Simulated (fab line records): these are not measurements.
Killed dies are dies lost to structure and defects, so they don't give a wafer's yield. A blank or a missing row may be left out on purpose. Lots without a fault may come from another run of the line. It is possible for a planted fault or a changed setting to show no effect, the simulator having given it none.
Matching of chambers	flow n5Finfet	pecvd-04 running N5_BEOL_M6_DEP_56: 3 sister chambers
The step deposits SiCN from 3MS/NH3, target thk 10 nm, time 17.5 s. 3 wafers are shown with their chamber, then 12 later ones without.

== WAFERS, EACH WITH ITS CHAMBER ==
wafer	chamber	throttleValvePct (%)
L076.4	2	8.5
L080.5	1	9.5
L081.6	0	8.4

== WAFERS WHOSE CHAMBER IS MISSING ==
wafer	throttleValvePct (%)
L082.2	8.2
L082.3	9.6
L082.5	8.3
L089.4	8.8
L089.5	8.4
L089.6	9.4
L090.1	8.1
L090.2	9.9
L090.6	8.5
L095.1	8.4
L095.2	8.7
L095.4	8.5

== CHAMBER TAKEN BY EACH ==
wafer	from the rows above	in truth
L082.2	can't be placed: 0 or 2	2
L082.3	1	1
L082.5	can't be placed: 0 or 2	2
L089.4	can't be placed: 2 or 0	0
L089.5	can't be placed: 0 or 2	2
L089.6	1	1
L090.1	can't be placed: 0 or 2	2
L090.2	1	1
L090.6	can't be placed: 2 or 0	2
L095.1	can't be placed: 0 or 2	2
L095.2	can't be placed: 2 or 0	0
L095.4	can't be placed: 2 or 0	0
Correctly placed: 3 of 12. Cannot be placed on the basis of these rows: 9; the candidates contain the true chamber in 9. Placed wrongly: 0.
How it was worked out, from the rows above alone: a wafer's distance from a chamber is the root of the sum, over the readings, of the square of ((its reading less the chamber's mean) divided by the reading's scatter). The wafer belongs to the nearest chamber; if the next one is less than 2 further off, it can't be placed. Each chamber's mean is taken over the wafers shown for it. The scatter: root of mean squared gap, hidden wafer to nearest shown wafer, with one shown wafer a chamber.
